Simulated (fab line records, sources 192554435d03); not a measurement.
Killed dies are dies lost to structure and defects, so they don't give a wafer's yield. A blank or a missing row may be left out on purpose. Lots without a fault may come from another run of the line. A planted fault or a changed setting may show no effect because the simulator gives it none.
Split-lot experiment | flow n5_finfet | 7 lots, 39 wafers read, on a route of 1938 steps

THE SPLIT
At N5_BEOL_M7_HM_DEP_02 (deposits TiN, target thk 20 nm), the setting target_thk_a was moved away from the recipe's 200 angstrom on 12 of the 39 wafers read, by -57.4% to +53.8%. The other wafers ran this setting at the recipe's value.

FROM THE SPLIT TO THE READING: what the file shows between them, 4 steps
- N5_BEOL_M7_COAT_59: time 60 s, resist thk 100 nm
- N5_BEOL_M7_COAT_60: time 60 s, resist thk 35 nm
- N5_BEOL_M7_STRIP_68: strips in N2/H2
- N5_BEOL_M7_STRIP_67: strips in CF4

THE READING
etch.depth_nm (the simulator's own value, which no gauge read), in nm, at N5_BEOL_M7_HM_OPEN_17 (chemistry Cl2/BCl3, target TiN, target depth 20 nm, overetch 6 nm). The file gives no usual value for it. The 27 wafers here that ran the recipe average 20.050 nm, standard deviation 0.37 nm.

wafer  | tool, chamber at the split | target_thk_a as run, angstrom | against the recipe | etch.depth_nm, nm | against lot-mates on the recipe
L074.1 | pvd_sputter-02, -          | 200                           | recipe             | 19.62             | -
L074.2 | pvd_sputter-02, -          | 200                           | recipe             | 19.46             | -
L074.3 | pvd_sputter-02, -          | 200                           | recipe             | 20.16             | -
L074.4 | pvd_sputter-02, -          | 200                           | recipe             | 19.83             | -
L074.5 | pvd_sputter-02, -          | 200                           | recipe             | 20.07             | -
L074.6 | pvd_sputter-02, -          | 200                           | recipe             | 19.67             | -
L076.1 | pvd_sputter-03, -          | 200                           | recipe             | 20.57             | -
L076.2 | pvd_sputter-03, -          | 307.5                         | +53.8%             | 25.92             | +5.230
L076.3 | pvd_sputter-03, -          | 200                           | recipe             | 20.69             | -
L076.4 | pvd_sputter-03, -          | 307.5                         | +53.8%             | 25.74             | +5.050
L076.5 | pvd_sputter-03, -          | 307.5                         | +53.8%             | 25.66             | +4.970
L076.6 | pvd_sputter-03, -          | 200                           | recipe             | 20.81             | -
L077.1 | pvd_sputter-03, -          | 200                           | recipe             | 20.08             | -
L077.2 | pvd_sputter-03, -          | 200                           | recipe             | 20.43             | -
L077.3 | pvd_sputter-03, -          | 85.13                         | -57.4%             | 8.97              | -11.267
L077.4 | pvd_sputter-03, -          | 200                           | recipe             | 20.2              | -
L077.5 | pvd_sputter-03, -          | 85.13                         | -57.4%             | 8.877             | -11.360
L077.6 | pvd_sputter-03, -          | 85.13                         | -57.4%             | 8.579             | -11.658
L082.1 | pvd_sputter-02, -          | 262.2                         | +31.1%             | 25.69             | +5.950
L082.2 | pvd_sputter-02, -          | 262.2                         | +31.1%             | 25.88             | +6.140
L082.3 | pvd_sputter-02, -          | 200                           | recipe             | 19.6              | -
L082.4 | pvd_sputter-02, -          | 200                           | recipe             | 19.83             | -
L082.5 | pvd_sputter-02, -          | 200                           | recipe             | 19.79             | -
L082.6 | pvd_sputter-02, -          | 262.2                         | +31.1%             | 26.02             | +6.280
L085.1 | pvd_sputter-02, -          | 200                           | recipe             | 19.85             | -
L085.2 | pvd_sputter-02, -          | 200                           | recipe             | 19.76             | -
L085.3 | pvd_sputter-02, -          | 200                           | recipe             | 19.66             | -
L085.4 | pvd_sputter-02, -          | 200                           | recipe             | 19.83             | -
L085.5 | pvd_sputter-02, -          | 200                           | recipe             | 19.82             | -
L085.6 | pvd_sputter-02, -          | 200                           | recipe             | 19.75             | -
L088.2 | pvd_sputter-03, -          | 200                           | recipe             | 20.53             | -
L088.3 | pvd_sputter-03, -          | 200                           | recipe             | 20.8              | -
L088.6 | pvd_sputter-03, -          | 200                           | recipe             | 20.15             | -
L093.1 | pvd_sputter-02, -          | 85.89                         | -57.1%             | 8.656             | -11.471
L093.2 | pvd_sputter-02, -          | 200                           | recipe             | 20.17             | -
L093.3 | pvd_sputter-02, -          | 200                           | recipe             | 20.13             | -
L093.4 | pvd_sputter-02, -          | 85.89                         | -57.1%             | 8.569             | -11.558
L093.5 | pvd_sputter-02, -          | 200                           | recipe             | 20.08             | -
L093.6 | pvd_sputter-02, -          | 85.89                         | -57.1%             | 8.685             | -11.442

THE FIT
A straight line over all 39 wafers: etch.depth_nm changes by +0.17 nm for each +1% of target_thk_a; r = +0.98; the points scatter about the line by 1.1 nm.
The same after taking each lot's own level away (the mean of its wafers on the recipe; 39 wafers): +0.169 nm for each +1%; r = +0.97; scatter 1.3 nm.
On that fit, the largest move of target_thk_a shifts the reading by 9.7 nm.
The lots' own levels span 19.7400 to 20.6900 nm, that is 2.5 times the standard deviation above.
So the lot-to-lot level changes the slope little: the two slopes agree.
Check: with one of the wafers moved furthest among these (-57.4%) left out of the fit, the line predicts -10.1 nm for it against its lot-mates. It came out at -11.3 nm against them.

OTHER SPLITS ON THESE WAFERS
These wafers also went through other splits before the reading. Each is held against what the fit with the lots' levels taken away leaves over:
other split on the same wafers     | wafers away from the commonest value | r with etch.depth_nm (lot level and that fit taken away)
N5_SD_EPI_N_EPI_21 time_s          | 15                                   | -0.16
N5_GATE_CUT_ALD_22 ald_cycles      | 15                                   | +0.10
N5_BEOL_M0_CUTY_DESCUM_61 time_s   | 9                                    | +0.16
N5_BEOL_M2_SPUTTER_88 target_thk_a | 15                                   | -0.01

THE WHOLE CHAIN: every reading that the file lists as answering this split, in the file's order
step                  | what it does                                                      | reading                                                                          | change (the file's fit)               | r (the file's)
N5_BEOL_M7_HM_DEP_02  | deposits TiN, target thk 20 nm                                    | TiN_of_BEOL_M7_HM_DEP_02.thk_nm (the simulator's own value, which no gauge read) | +0.198 nm for each +1% of the setting | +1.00
N5_BEOL_M7_HM_OPEN_17 | chemistry Cl2/BCl3, target TiN, target depth 20 nm, overetch 6 nm | etch.depth_nm (the simulator's own value, which no gauge read)                   | +0.171 nm for each +1% of the setting | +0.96

THE FILE'S OWN FIT
etch.depth_nm changes by +0.171 nm for each +1% of target_thk_a, r = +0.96.
